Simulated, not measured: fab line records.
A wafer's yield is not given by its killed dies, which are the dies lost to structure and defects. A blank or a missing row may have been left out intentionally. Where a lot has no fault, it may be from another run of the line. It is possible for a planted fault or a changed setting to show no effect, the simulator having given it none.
Matching of chambers | flow n5-finfet | 4 sister chambers for N5_BEOL_M1_ETCH_69 on rie-diel-04
The step etches SiARC in CF4, target depth 15.6 nm, time 26 s. 4 wafers are shown with their chamber, then 9 later ones without.

WAFERS WITH THEIR CHAMBER
wafer  | chamber | showerhead-plenum-p-Torr (Torr)
L080.2 | 3       | 2.02
L083.1 | 2       | 2.28
L083.2 | 0       | 2.14
L083.6 | 1       | 2.27

WAFERS WITH NO CHAMBER GIVEN
wafer  | showerhead-plenum-p-Torr (Torr)
L084.2 | 2.28
L084.3 | 2.27
L084.6 | 2.14
L089.1 | 2.27
L089.2 | 2.26
L089.6 | 2.27
L097.1 | 2.13
L097.4 | 2.13
L097.6 | 2.26

CHAMBER TAKEN BY EACH
wafer  | from the rows above     | in truth
L084.2 | can't be placed: 2 or 1 | 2
L084.3 | can't be placed: 1 or 2 | 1
L084.6 | 0                       | 0
L089.1 | can't be placed: 1 or 2 | 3
L089.2 | can't be placed: 1 or 2 | 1
L089.6 | can't be placed: 1 or 2 | 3
L097.1 | 0                       | 0
L097.4 | 0                       | 0
L097.6 | can't be placed: 1 or 2 | 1
Correctly placed: 3 of 9. These rows do not allow placing 6 (true chamber among the candidates in 4). Placed wrongly: 0.
How it was worked out, from the rows above alone: a wafer's distance from a chamber is the root of the sum, over the readings, of the square of ((its reading less the chamber's mean) divided by the reading's scatter). The wafer belongs to the nearest chamber; if the next one is less than 2 further off, it can't be placed. The mean given for a chamber averages the wafers shown for that chamber. The scatter: with one shown wafer a chamber, the root of the mean of the squares of how far each hidden wafer lies from its nearest shown one.
